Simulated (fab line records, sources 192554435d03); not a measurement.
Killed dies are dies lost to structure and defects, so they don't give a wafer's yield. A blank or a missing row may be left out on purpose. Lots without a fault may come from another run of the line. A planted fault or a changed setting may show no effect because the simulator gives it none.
fab line records | flow n5_finfet
record lots=6 wafers=18 last_day=16
route steps=1938 shown BEOL_M8@1359 PASSIVATION@1936
lots that met no fault: from a run of the same line without faults
start_h: hours from the record's first day to the start of the lot's first wafer shown | wait_h: hours since the lot's step before | " the same as in the row above | L1.1+2: a row that stands for several wafers | - no value, or no start given | * or withheld: withheld | < > ~ a bound
route shown NAME@n: a module of which the file shows steps, and the number in the route of the first | usual: mean/standard deviation of fault-free wafers | same: alike in all rows | chamber/n: place in a boat | sites: the reading at each site | _std_site: their standard deviation | _edge_site: outer sites' mean less inner sites' | radius_mm: how far each site lies from the wafer's centre | mask NAME#n: copy n | behind: the tool/chamber that last shaped the wafer | hold: why the lot was held/for how many hours/how that ended | device: the transistor (n, p or np) that didn't switch | end of line: the same wafers' tests at the end of the route | a step without rows: its recipe alone | killed: dies lost to structure and defects at the first sort, not the wafer's yield | map: a wafer's dies, x killed, . not, _ none there
set.NAME: the setting as run; set.NAME@STEP: as run at that earlier step | model.NAME: the simulator's own value behind a step, which no gauge read
lots at some steps of the route; a table a step, a row a wafer
services: from which hour (start_h, from the record's first day; less than 0 if before it) a tool's chamber was out of use, for how many hours, and why
## steps
# step N5_BEOL_M8_COAT_22
# recipe resist=CAR-EUV spin_rpm=1500 resist_thk_nm=30
# step N5_BEOL_M8_EBR_24
# recipe solvent=PGMEA ebr_width_mm=1.5
# step N5_BEOL_M8_SOFTBAKE_23
# recipe temp_c=110 time_s=60 resist=CAR-EUV
# step N5_BEOL_M8_EXPOSE_25
# recipe mask_id=V7 na=0.33 source_shape=annular sigma_inner=0.4 sigma_outer=0.8 polarization=unpolarized target_cd_nm=40 dose_mj=42.5
# step N5_BEOL_M8_PEB_26
# recipe peb_temp_c=100 peb_time_s=60 resist=CAR-EUV
# step N5_BEOL_M8_DEVELOP_27
# recipe develop_time_s=30 developer=TMAH resist=CAR-EUV rinse_liquid=surfactant_rinse dry=air_spin dev_temp_c=23
# step N5_BEOL_M8_CD_MEAS_28
# recipe target_cd_nm=40 landing_energy_ev=500 detector=se_inlens
# usual cd_nm=40.05/0.25
# columns lot.wafer tool chamber start_h wait_h cd_nm
L423.1 cd_sem-03 0 243.88 - 40.22
L423.3 " 0 " " 40.05
L423.5 " 0 " " 40.50
L425.1 cd_sem-02 0 243.96 - 40.36
L425.2 " 0 " " 40.26
L425.6 " 0 " " 40.22
L430.2 cd_sem-02 0 286.96 - 39.87
L430.3 " 0 " " 40.32
L430.5 " 0 " " 40.04
L433.1 cd_sem-03 0 293.36 - 40.15
L433.3 " 0 " " 40.22
L433.5 " 0 " " 39.81
L435.1 cd_sem-03 0 301.72 - 39.78
L435.4 " 0 " " 39.96
L435.6 " 0 " " 39.77
L437.1 cd_sem-01 0 326.92 - 39.45
L437.5 " 0 " " 39.70
L437.6 " 0 " " 39.82
# step N5_BEOL_M8_OVL_MEAS_29
# recipe points_per_wafer=522
# usual V7_OVL=0.1/0.63
# columns lot.wafer tool chamber start_h wait_h V7_OVL[nm]
L423.1 overlay-02 0 243.91 0.0 0.9
L423.3 " 0 " " -1.0
L423.5 " 0 " " 0.0
L425.1 overlay-02 0 243.99 0.0 -0.3
L425.2 " 0 " " 0.1
L425.6 " 0 " " -0.5
L430.2 overlay-02 0 286.99 0.0 0.8
L430.3 " 0 " " 0.8
L430.5 " 0 " " 1.5
L433.1 overlay-02 0 293.40 0.0 -0.3
L433.3 " 0 " " 0.1
L433.5 " 0 " " 0.4
L435.1 overlay-01 0 301.75 0.0 -0.4
L435.4 " 0 " " -0.6
L435.6 " 0 " " -0.2
L437.1 overlay-01 0 326.95 0.0 0.2
L437.5 " 0 " " -0.5
L437.6 " 0 " " 0.7
# step N5_BEOL_M8_INSPECT_30
# recipe mode=adi inspect_instrument=brightfield
# usual raw_defect_count=412/100
# columns lot.wafer tool chamber start_h wait_h raw_defect_count
L423.1 defect_inspect-01 - 243.97 0.1 377
L423.3 " - " " 478
L423.5 " - " " 355
L425.1 defect_inspect-01 - 244.05 0.1 337
L425.2 " - " " 329
L425.6 " - " " 327
L430.2 defect_inspect-01 - 287.05 0.0 523
L430.3 " - " " 654
L430.5 " - " " 555
L433.1 defect_inspect-01 - 293.45 0.1 260
L433.3 " - " " 325
L433.5 " - " " 336
L435.1 defect_inspect-02 - 301.81 0.1 454
L435.4 " - " " 356
L435.6 " - " " 403
L437.1 defect_inspect-01 - 327.01 0.1 347
L437.5 " - " " 374
L437.6 " - " " 324
# step N5_BEOL_M8_DESCUM_33
# recipe chemistry=O2 time_s=7 source_power_w=50 bias_power_w=20 pressure_mtorr=20 rf_frequency_hz=2.712e+07 temp_c=40 resist=CAR-EUV o2_flow_sccm=225
# usual drypump_motor_current_A=5.7/0.4 o2_flow_sccm=224.9/0.62 oes_product_au=0.78/0.088 rf_vpp_V=243.0/1.5 showerhead_plenum_p_Torr=2.09/0.075 throttle_valve_pct=20.55/0.17
# same time_s=7
# columns lot.wafer tool chamber start_h wait_h drypump_motor_current_A o2_flow_sccm oes_product_au rf_hours_counter_h rf_vpp_V showerhead_plenum_p_Torr throttle_valve_pct
L423.1 rie_diel-04 3 244.00 0.0 5.6 224.8 0.71 223 243.1 2.07 20.75
L423.3 " 2 " " 6.4 223.6 0.72 210 242.4 1.98 20.38
L423.5 " 3 " " 5.7 224.8 0.71 - 241.7 2.07 20.74
L425.1 rie_diel-02 1 244.08 0.0 5.5 225.2 0.71 223 244.8 2.18 20.87
L425.2 " 3 " " 5.7 225.3 0.82 79 244.4 2.23 20.57
L425.6 " 3 " " 5.7 223.9 0.81 - 244.4 2.23 20.56
L430.2 rie_diel-04 3 287.08 0.0 5.7 224.0 0.69 240 243.8 2.06 20.77
L430.3 " 0 " " 6.1 225.2 0.75 145 242.7 2.01 20.54
L430.5 " 3 " " 5.7 225.2 0.69 - 242.5 2.06 20.78
L433.1 rie_diel-04 0 293.62 0.2 6.2 225.3 0.75 147 241.9 2.01 20.55
L433.3 " 3 " " 5.6 224.6 0.70 241 242.6 2.06 20.76
L433.5 " 0 " " 6.2 225.7 0.75 - 242.4 2.01 20.54
L435.1 rie_diel-06 2 302.09 0.3 5.3 224.9 0.95 5 245.5 2.24 20.31
L435.4 " 0 " " 6.0 224.8 0.92 33 244.1 2.11 20.17
L435.6 " 3 " " 5.9 225.4 0.90 - 241.2 2.04 20.65
L437.1 rie_diel-02 3 327.04 0.0 5.8 225.5 0.79 114 244.0 2.21 20.62
L437.5 " 1 " " 5.5 224.1 1.02 - 244.8 2.17 20.50
L437.6 " 0 " " 5.3 225.0 0.81 - 244.5 2.08 20.56
# step N5_BEOL_M8_ETCH_72
# recipe chemistry=N2/H2 target=underlayer target_depth_a=65 mask_material=CAR-EUV time_s=5.2 ion_energy_ev=200 pressure_mtorr=30 source_w=840 bias_w=150 n2_flow_sccm=200 h2_flow_sccm=200 ends=cleared
# usual drypump_motor_current_A=5.7/0.4 etch_rf_on_time_s=5.17/0.14 h2_flow_sccm=199.9/0.59 oes_product_au=0.67/0.079 rf_fwd_power_W=819.4/2.4 rf_vpp_V=523.6/2.6 showerhead_plenum_p_Torr=2.53/0.085 throttle_valve_pct=17.95/0.17
# columns lot.wafer tool chamber start_h wait_h drypump_motor_current_A etch_rf_on_time_s h2_flow_sccm oes_product_au rf_fwd_power_W rf_hours_counter_h rf_vpp_V showerhead_plenum_p_Torr throttle_valve_pct
L423.1 rie_diel-04 3 244.04 0.0 5.6 5.22 199.7 0.60 817.5 223 523.3 2.51 18.15
L423.3 " 2 " " 6.4 5.31 199.8 0.60 819.5 210 520.3 2.43 17.92
L423.5 " 3 " " 5.7 5.22 200.7 0.60 818.7 - 524.6 2.51 18.17
L425.1 rie_diel-02 1 244.12 0.0 5.5 5.21 200.3 0.60 823.5 223 525.0 2.62 18.14
L425.2 " 3 " " 5.8 5.08 200.1 0.71 820.8 79 528.3 2.67 17.81
L425.6 " 3 " " 5.7 5.10 200.5 0.71 818.6 - 527.5 2.67 17.82
L430.2 rie_diel-04 3 287.12 0.0 5.7 5.31 199.2 0.59 816.9 240 525.7 2.50 18.21
L430.3 " 0 " " 6.1 5.36 199.6 0.63 819.3 145 519.8 2.43 17.78
L430.5 " 3 " " 5.7 5.25 200.5 0.59 819.3 - 522.9 2.50 18.20
L433.1 rie_diel-04 0 293.66 0.0 6.1 5.28 199.4 0.63 820.7 147 521.2 2.43 17.77
L433.3 " 3 " " 5.7 5.27 201.1 0.59 819.7 241 523.7 2.50 18.21
L433.5 " 0 " " 6.1 5.28 199.0 0.62 820.4 - 519.2 2.43 17.76
L435.1 rie_diel-06 2 302.12 0.0 5.3 4.84 199.5 0.85 817.4 5 525.9 2.71 17.74
L435.4 " 0 " " 6.0 4.79 199.5 0.81 820.0 33 522.2 2.56 17.60
L435.6 " 3 " " 5.9 5.25 200.1 0.76 819.1 - 522.5 2.48 18.01
L437.1 rie_diel-02 3 327.08 0.0 5.8 5.16 199.3 0.67 819.9 114 528.0 2.66 17.89
L437.5 " 1 " " 5.6 5.13 200.3 0.84 822.1 - 524.5 2.61 17.75
L437.6 " 0 " " 5.3 5.23 200.3 0.67 822.1 - 524.3 2.56 18.14
# step N5_BEOL_M8_ETCH_65
# recipe chemistry=CF4 target=SiARC target_depth_a=156 mask_material=CAR-EUV time_s=26 ion_energy_ev=80 pressure_mtorr=40 source_w=545 bias_w=36 Ar_flow_sccm=100 cf4_flow_sccm=100 ends=cleared
# usual cf4_flow_sccm=100.03/0.28 drypump_motor_current_A=5.7/0.4 etch_rf_on_time_s=25.8/0.68 mfc_ar_sccm=100.0/0.32 oes_product_au=0.67/0.079 rf_fwd_power_W=531.9/1.7 rf_vpp_V=184.0/1.2 showerhead_plenum_p_Torr=2.14/0.067 throttle_valve_pct=15.75/0.2
# columns lot.wafer tool chamber start_h wait_h cf4_flow_sccm drypump_motor_current_A etch_rf_on_time_s mfc_ar_sccm oes_product_au rf_fwd_power_W rf_hours_counter_h rf_vpp_V showerhead_plenum_p_Torr throttle_valve_pct
L423.1 rie_diel-04 3 244.05 0.0 99.74 5.6 26.4 100.3 0.60 531.7 223 181.6 2.13 16.03
L423.3 " 2 " " 100.22 6.4 26.7 100.0 0.60 531.9 210 182.1 2.03 15.66
L423.5 " 3 " " 99.54 5.6 26.2 100.5 0.60 531.6 - 182.9 2.13 16.05
L425.1 rie_diel-02 1 244.13 0.0 100.32 5.6 25.8 99.9 0.60 532.9 223 184.0 2.21 16.00
L425.2 " 3 " " 99.60 5.8 25.6 99.3 0.70 530.7 79 184.9 2.24 15.47
L425.6 " 3 " " 99.85 5.8 25.5 100.2 0.72 531.0 - 185.7 2.24 15.47
L430.2 rie_diel-04 3 287.13 0.0 99.94 5.6 26.4 100.4 0.59 528.7 240 183.5 2.13 16.06
L430.3 " 0 " " 100.00 6.2 26.5 99.9 0.64 528.0 145 182.1 2.07 15.70
L430.5 " 3 " " 99.88 5.7 26.5 100.4 0.59 531.9 - 183.2 2.13 16.06
L433.1 rie_diel-04 0 293.67 0.0 100.21 6.1 26.1 99.9 0.63 532.9 147 183.5 2.07 15.71
L433.3 " 3 " " 100.43 5.6 26.2 100.0 0.59 532.5 241 183.5 2.13 16.06
L433.5 " 0 " " 100.27 6.1 26.2 100.5 0.63 530.3 - 182.6 2.07 15.70
L435.1 rie_diel-06 2 302.14 0.0 100.47 5.3 24.7 99.8 0.84 531.7 5 186.1 2.28 15.45
L435.4 " 0 " " 100.30 6.0 24.2 99.9 0.80 530.0 33 184.7 2.16 15.31
L435.6 " 3 " " 100.56 6.0 26.4 99.6 0.76 530.1 - 183.9 2.09 15.78
L437.1 rie_diel-02 3 327.10 0.0 100.23 5.8 25.1 100.3 0.68 531.4 114 184.9 2.22 15.54
L437.5 " 1 " " 100.27 5.6 24.9 100.1 0.86 531.1 - 185.0 2.20 15.55
L437.6 " 0 " " 100.04 5.3 25.5 100.2 0.69 531.9 - 184.2 2.17 15.90
# step N5_BEOL_M8_ETCH_66
# recipe chemistry=N2/H2 target=SOC target_depth_a=800 overetch_a=160 mask_material=SiARC temp_c=40 time_s=120 ion_energy_ev=200 pressure_mtorr=30 source_w=840 bias_w=150 n2_flow_sccm=200 h2_flow_sccm=200
# usual drypump_motor_current_A=5.7/0.39 h2_flow_sccm=200.1/0.56 oes_product_au=0.60/0.063 rf_fwd_power_W=835.8/2.9 rf_vpp_V=523.7/2.4 showerhead_plenum_p_Torr=2.53/0.085 throttle_valve_pct=17.91/0.17
# same time_s=120
# columns lot.wafer tool chamber start_h wait_h drypump_motor_current_A h2_flow_sccm oes_product_au rf_fwd_power_W rf_hours_counter_h rf_vpp_V showerhead_plenum_p_Torr throttle_valve_pct model.SiARC_of_BEOL_M8_COAT_64.thk_nm model.BEOL_M8.cd_nm
L423.1 rie_diel-04 3 244.08 0.0 5.7 200.5 0.54 833.7 223 523.8 2.51 18.14 6.4 40
L423.3 " 2 " " 6.4 200.5 0.55 833.6 210 520.1 2.43 17.87 6.6 40.2
L423.5 " 3 " " 5.6 201.0 0.54 833.1 - 523.8 2.51 18.14 6.4 40.2
L425.1 rie_diel-02 1 244.16 0.0 5.5 200.7 0.53 833.8 223 525.7 2.62 18.10 6.6 40.2
L425.2 " 3 " " 5.8 200.0 0.62 840.1 79 527.4 2.67 17.78 6.4 40.4
L425.6 " 3 " " 5.8 199.6 0.62 838.3 - 526.7 2.67 17.79 6.4 40.2
L430.2 rie_diel-04 3 287.16 0.0 5.6 200.0 0.53 630.4 240 571.2 2.50 18.15 7.2 39.4
L430.3 " 0 " " 6.1 200.6 0.58 635.2 145 570.4 2.43 17.72 7.2 40
L430.5 " 3 " " 5.7 200.4 0.53 634.4 - 571.9 2.50 18.16 7.2 39.4
L433.1 rie_diel-04 0 293.70 0.0 6.1 199.7 0.56 630.6 147 569.4 2.43 17.73 7.2 40
L433.3 " 3 " " 5.6 200.7 0.53 629.8 241 571.2 2.50 18.15 7.2 39.6
L433.5 " 0 " " 6.1 199.8 0.57 632.4 - 572.8 2.43 17.72 7.4 40
L435.1 rie_diel-06 2 302.17 0.0 5.3 200.1 0.73 837.4 5 528.8 2.71 17.69 6 40.2
L435.4 " 0 " " 6.0 200.5 0.69 836.9 33 525.7 2.56 17.54 6 39.8
L435.6 " 3 " " 5.9 200.5 0.69 834.7 - 521.8 2.48 17.99 6.6 40.6
L437.1 rie_diel-02 3 327.12 0.0 5.8 199.4 0.60 831.7 114 527.3 2.66 17.84 6.4 39.8
L437.5 " 1 " " 5.6 199.9 0.75 840.5 - 526.2 2.61 17.73 6.4 39.8
L437.6 " 0 " " 5.3 200.9 0.61 834.3 - 523.0 2.57 18.10 6.2 39.4
# step N5_BEOL_M8_STRIP_69
# recipe chemistry=N2/H2 temp_c=40 n2_flow_sccm=200 h2_flow_sccm=200 rf_frequency_hz=6e+07
# step N5_BEOL_M8_STRIP_73
# recipe chemistry=N2/H2 temp_c=40 n2_flow_sccm=200 h2_flow_sccm=200 rf_frequency_hz=6e+07
# step N5_BEOL_M8_VIA_ETCH_34
# recipe chemistry=C4F6/O2 target=SiCOH_lowk target_depth_a=1255 mask_material=SOC taper_deg=4 time_s=50.5 ion_energy_ev=250 pressure_mtorr=30 source_w=345 bias_w=185 Ar_flow_sccm=300 C4F6_flow_sccm=10 O2_flow_sccm=10
# usual O2_flow_sccm=10.004/0.029 drypump_motor_current_A=5.7/0.39 mfc_ar_sccm=300.0/0.9 oes_f_703_au=0.78/0.092 oes_product_au=0.78/0.091 rf_fwd_power_W=341.3/1.2 rf_vpp_V=662/11 showerhead_plenum_p_Torr=2.84/0.09 throttle_valve_pct=21.06/0.18
# same time_s=50.5
# columns lot.wafer tool chamber start_h wait_h O2_flow_sccm drypump_motor_current_A mfc_ar_sccm oes_f_703_au oes_product_au rf_fwd_power_W rf_hours_counter_h rf_vpp_V showerhead_plenum_p_Torr throttle_valve_pct model.BEOL_M8.cd_nm
L423.1 rie_diel-04 3 244.18 0.0 9.986 5.7 299.8 0.70 0.71 340.3 223 677 2.83 21.28 39.8
L423.3 " 2 " " 9.995 6.4 300.6 0.70 0.71 339.7 210 664 2.71 20.86 40.2
L423.5 " 3 " " 10.005 5.6 300.4 0.70 0.70 341.2 - 675 2.83 21.28 40.2
L425.1 rie_diel-02 1 244.26 0.0 10.001 5.5 299.8 0.73 0.70 341.3 223 636 2.93 21.21 40.2
L425.2 " 3 " " 9.975 5.8 299.4 0.85 0.82 341.1 79 655 2.98 20.84 40.4
L425.6 " 3 " " 9.958 5.8 299.0 0.86 0.82 340.7 - 654 2.98 20.85 40.2
L430.2 rie_diel-04 3 287.26 0.0 9.988 5.6 299.9 0.69 0.69 338.8 240 676 2.82 21.30 39.2
L430.3 " 0 " " 9.998 6.1 301.3 0.73 0.75 342.5 145 667 2.75 21.00 40.2
L430.5 " 3 " " 10.013 5.7 299.6 0.69 0.69 339.5 - 675 2.82 21.32 39.4
L433.1 rie_diel-04 0 293.80 0.0 10.004 6.1 301.2 0.72 0.73 343.6 147 665 2.75 21.03 40
L433.3 " 3 " " 10.017 5.7 299.1 0.69 0.69 340.1 241 676 2.82 21.31 39.4
L433.5 " 0 " " 9.987 6.1 300.5 0.72 0.75 341.9 - 664 2.75 21.02 40
L435.1 rie_diel-06 2 302.27 0.0 10.014 5.3 300.3 0.97 0.97 342.0 6 667 3.06 20.96 40.2
L435.4 " 0 " " 9.980 5.9 302.2 0.94 0.92 341.5 33 654 2.88 20.72 39.8
L435.6 " 3 " " 9.979 5.9 300.2 0.86 0.89 340.1 - 663 2.80 21.27 40.4
L437.1 rie_diel-02 3 327.22 0.0 10.006 5.7 299.4 0.82 0.78 338.5 114 655 2.97 20.90 39.8
L437.5 " 1 " " 9.979 5.5 300.1 1.03 1.00 341.3 - 633 2.92 20.88 39.8
L437.6 " 0 " " 10.005 5.3 301.0 0.77 0.80 341.2 - 669 2.89 21.32 39.4
# step N5_BEOL_M8_STRIP_76
# recipe chemistry=C4F6/O2 resist=SiARC rf_frequency_hz=6e+07
# step N5_PASSIVATION_PROBE_49
# usual defect_limited_yield=91.5/1.5 killed_at_M0_to_M3=32/9.4 killed_at_M4_up=12/5.1 killed_at_contacts=11/7.4 killed_at_front_end=41/11 killed_at_other=3.4/2.5 killed_dies=100/17 killed_open=65/14 killed_short=33/7 sort_bin_4_leakage=0.00/0.01 sort_bin_5_function=4.9/0.96 sort_bin_6_memory=3.1/0.7 sort_n_pass=1080/17 sort_yield_pct=91.5/1.5
# same gross_dies=1180 killed_at_back_side=0 sort_bin_8_speed[%]=0
# columns lot.wafer tool chamber start_h wait_h defect_limited_yield[%] killed_at_M0_to_M3 killed_at_M4_up killed_at_contacts killed_at_front_end killed_at_other killed_dies killed_open killed_short sort_bin_4_leakage[%] sort_bin_5_function[%] sort_bin_6_memory[%] sort_n_pass sort_yield_pct[%]
L430.2 prober-02 - 349.87 0.1 92.1 28 3 11 47 4 93 53 39 0 5.3 2.5 1087 92.1
L430.3 prober-02 - 349.92 0.1 91.4 43 7 8 43 1 102 58 43 0 5.0 3.5 1078 91.4
L430.5 prober-02 - 350.02 0.2 91.9 36 9 19 30 2 96 67 28 0 5.0 3.1 1084 91.9
L435.1 prober-01 - 359.79 0.0 93.3 34 5 11 25 4 79 59 20 0 5.2 1.3 1101 93.3
L435.4 prober-01 - 359.94 0.2 93.2 38 4 9 21 8 80 56 24 0 4.2 2.1 1100 93.2
L435.6 prober-01 - 360.04 0.3 94.1 21 10 5 32 2 70 44 25 0 3.7 2.1 1110 94.1
# killed by level:class
L430.2 FIN_SAQP:geometric_particle:open=10 FIN_SAQP:geometric_particle:short=9 MOL_CONTACT_COAG:geometric_particle:open=9 DUMMY_GATE:geometric_particle:open=7 BEOL_M2:geometric_particle:open=5 BEOL_M2:geometric_particle:short=5 BEOL_M0_SAQP:geometric_particle:short=4 GATE_CUT:geometric_particle:short=3
L430.3 FIN_SAQP:geometric_particle:short=11 DUMMY_GATE:geometric_particle:open=10 FIN_SAQP:geometric_particle:open=9 BEOL_M1:geometric_particle:open=8 MOL_CONTACT_COAG:geometric_particle:open=6 BEOL_M2:geometric_particle:open=6 STARTING-WAFER:geometric_particle:short=6 BEOL_M1:geometric_particle:short=5
L430.5 MOL_CONTACT_COAG:geometric_particle:open=18 BEOL_M1:geometric_particle:open=13 DUMMY_GATE:geometric_particle:open=8 FIN_SAQP:geometric_particle:open=6 BEOL_M1:geometric_particle:short=6 BEOL_M2:geometric_particle:open=4 BEOL_M3:geometric_particle:open=4 FIN_SAQP:geometric_particle:short=3
L435.1 MOL_CONTACT_COAG:geometric_particle:open=10 BEOL_M2:geometric_particle:open=9 BEOL_M0_SAQP:geometric_particle:open=8 BEOL_M0_SAQP:geometric_particle:short=6 BEOL_M3:geometric_particle:open=5 STI_FIN_REVEAL:geometric_particle:open=4 STARTING-WAFER:geometric_particle:open=4 FIN_SAQP:geometric_particle:short=3
L435.4 BEOL_M0_SAQP:geometric_particle:open=15 MOL_CONTACT_COAG:geometric_particle:open=8 BEOL_M0_SAQP:geometric_particle:short=8 BEOL_M2:geometric_particle:open=6 GATE_CUT:geometric_particle:short=4 MIM_TOP_ETCH:geometric_particle:open=4 FIN_SAQP:geometric_particle:open=3 STI_FIN_REVEAL:geometric_particle:open=3
L435.6 GATE_CUT:geometric_particle:short=8 BEOL_M0_SAQP:geometric_particle:short=6 BEOL_M1:geometric_particle:open=6 MOL_CONTACT_COAG:geometric_particle:open=5 DUMMY_GATE:geometric_particle:open=4 BEOL_M0_SAQP:geometric_particle:open=4 SPACER0:geometric_particle:short=3 BEOL_M11:geometric_particle:open=3
## services
# columns tool chamber start_h hours kind
rie_diel-06 - 224.00 4.3 pm
rie_diel-06 1 232.93 - clean
rie_diel-06 1 232.93 - consumable_replace:focus_ring
rie_diel-06 1 232.93 23.5 scheduled_down
rie_diel-06 1 232.93 23.5 vent_cycle
rie_diel-02 2 266.21 11.0 repair
rie_diel-06 2 275.51 - clean
rie_diel-06 2 275.51 - consumable_replace:focus_ring
rie_diel-06 2 275.51 - consumable_replace:showerhead
rie_diel-04 - 279.19 1.3 repair
rie_diel-04 2 280.55 4.1 repair
rie_diel-02 1 308.79 - clean
rie_diel-02 1 308.79 - consumable_replace:focus_ring
rie_diel-02 1 308.79 16.9 scheduled_down
rie_diel-02 1 308.79 16.9 vent_cycle
rie_diel-06 - 319.94 0.8 repair
rie_diel-04 3 320.95 - clean
rie_diel-04 3 320.95 - consumable_replace:focus_ring
rie_diel-04 3 320.95 17.0 scheduled_down
rie_diel-04 3 320.95 17.0 vent_cycle
rie_diel-02 2 325.73 - clean
rie_diel-02 2 325.73 - consumable_replace:focus_ring
rie_diel-02 2 325.73 15.4 scheduled_down
rie_diel-02 2 325.73 15.4 vent_cycle
## key
first_sign step=N5_BEOL_M8_ETCH_66 reading=rf_fwd_power_W direction=down sigmas=70 usual=* struck=*
effect step=N5_BEOL_M8_ETCH_66 reading=rf_vpp_V direction=up sigmas=20 usual=523.7 struck=571.2
model_effect step=N5_BEOL_M8_ETCH_66 value=SiARC_of_BEOL_M8_COAT_64.thk_nm without=6.433 struck=7.233
model_effect step=N5_BEOL_M8_VIA_ETCH_34 value=BEOL_M8.cd_nm without=40.23 struck=39.7
met_at N5_BEOL_M8_ETCH_66
struck_wafers L430.2,L430.3,L430.5,L433.1,L433.3,L433.5
onset_between 244.08 287.16
fault kind=process_parameter_drift tool=rie_diel-04 chamber=- onset_h=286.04 steps=N5_BEOL_M8_ETCH_66 channel=source_w offset=-201.6 shape=step end_h=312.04 acts_in=these_recipes_only stated=840
